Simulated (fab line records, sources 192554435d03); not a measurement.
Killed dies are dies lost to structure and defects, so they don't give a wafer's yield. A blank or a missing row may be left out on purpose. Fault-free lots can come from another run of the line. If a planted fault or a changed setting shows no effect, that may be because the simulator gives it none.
Split-lot study    flow n5-finfet    21 wafers read across 7 lots, on a route 1938 steps long

== THE SPLIT ==
At N5_PASSIVATION_ETCH_54 (etches SiO2 in CHF3/O2, target depth 880 nm, time 440 s), the setting source-w was moved away from the recipe's 650 W on 4 of the 21 wafers read, by +12.2% to +17.7%. For the rest of the wafers, this setting stayed at what the recipe calls for.

The split's own step is where the reading is taken.

== THE READING ==
rf-vpp-V, in V, at N5_PASSIVATION_ETCH_54 (etches SiO2 in CHF3/O2, target depth 880 nm, time 440 s). Fault-free wafers of this fab line usually give 523 V, standard deviation 4.5 V.

wafer   tool, chamber at the split  source-w as run, W  against the recipe  rf-vpp-V, V  against lot-mates on the recipe
L080.2  rie-diel-06, 3              650                 recipe              524          -
L080.3  rie-diel-06, 0              650                 recipe              528          -
L080.4  rie-diel-06, 1              650                 recipe              527          -
L081.1  rie-diel-02, 0              740.8               +14.0%              496          -31
L081.4  rie-diel-02, 2              740.8               +14.0%              498          -29
L081.5  rie-diel-02, 0              650                 recipe              527          -
L085.1  rie-diel-06, 1              650                 recipe              527          -
L085.2  rie-diel-06, 3              650                 recipe              524          -
L085.5  rie-diel-06, 1              650                 recipe              529          -
L086.2  rie-diel-05, 2              650                 recipe              520          -
L086.4  rie-diel-05, 0              650                 recipe              520          -
L086.6  rie-diel-05, 2              650                 recipe              522          -
L088.3  rie-diel-02, 1              650                 recipe              520          -
L088.4  rie-diel-02, 0              765.2               +17.7%              485          -38
L088.5  rie-diel-02, 0              650                 recipe              527          -
L089.3  rie-diel-06, 1              650                 recipe              527          -
L089.4  rie-diel-06, 0              650                 recipe              528          -
L089.6  rie-diel-06, 2              650                 recipe              521          -
L097.1  rie-diel-05, 2              650                 recipe              520          -
L097.3  rie-diel-05, 3              650                 recipe              515          -
L097.6  rie-diel-05, 0              729.6               +12.2%              491          -26

FIT RESULTS
A straight line over all 21 wafers: rf-vpp-V changes by -2.15 V for each +1% of source-w; r = -0.95; the points scatter about the line by 4.1 V.
The same after taking each lot's own level away (the mean of its wafers on the recipe; 21 wafers): -2.16 V for each +1%; r = -0.99; scatter 2.2 V.
That fit puts the effect of the largest move of source-w on the reading at 38 V.
From 517.5 to 527.0 V: that is the span of the lots' own levels, equal to 2.1 times the standard deviation above.
Hence the lot-to-lot level has little effect on the slope; both slopes agree.
Check: -38.1 V against its lot-mates is what the line predicts for one of the wafers moved furthest among these (+17.7%) when that wafer is left out of the fit. It came out at -38.5 V against them.
Tool readings at the split's step, against how far the setting was moved: rf-vpp-V r = -0.95.

== THE OTHER SPLITS THESE WAFERS WENT THROUGH ==
These wafers also went through other splits before the reading. Each is held against what the fit with the lots' levels taken away leaves over:
other split on the same wafers     wafers away from the commonest value  r with rf-vpp-V (lot level and that fit taken away)
N5_BEOL_M15_COAT_58 spin-rpm       6                                     +0.02
N5_MIM_TOP_SPUTTER_03 time-s       6                                     -0.14
N5_PASSIVATION_VIA_ETCH_13 bias-w  7                                     -0.31
N5_PASSIVATION_AL_DEP_21 time-s    9                                     -0.22

== THE WHOLE CHAIN: every reading that the file lists as answering this split, in the file's order ==
step                    what it does                                             reading                                                                        change (the file's fit)               r (the file's)
N5_PASSIVATION_ETCH_54  etches SiO2 in CHF3/O2, target depth 880 nm, time 440 s  rf-vpp-V                                                                       -2.13 V for each +1% of the setting   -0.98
N5_PASSIVATION_ETCH_54  etches SiO2 in CHF3/O2, target depth 880 nm, time 440 s  etch.depth-nm (the simulator's own value, which no gauge read)                 +3.15 nm for each +1% of the setting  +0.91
N5_PASSIVATION_ETCH_54  etches SiO2 in CHF3/O2, target depth 880 nm, time 440 s  PASSIVATION.feature-depth-nm (the simulator's own value, which no gauge read)  +3.15 nm for each +1% of the setting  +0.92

== FILE'S OWN FIT ==
rf-vpp-V changes by -2.13 V for each +1% of source-w, r = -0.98.
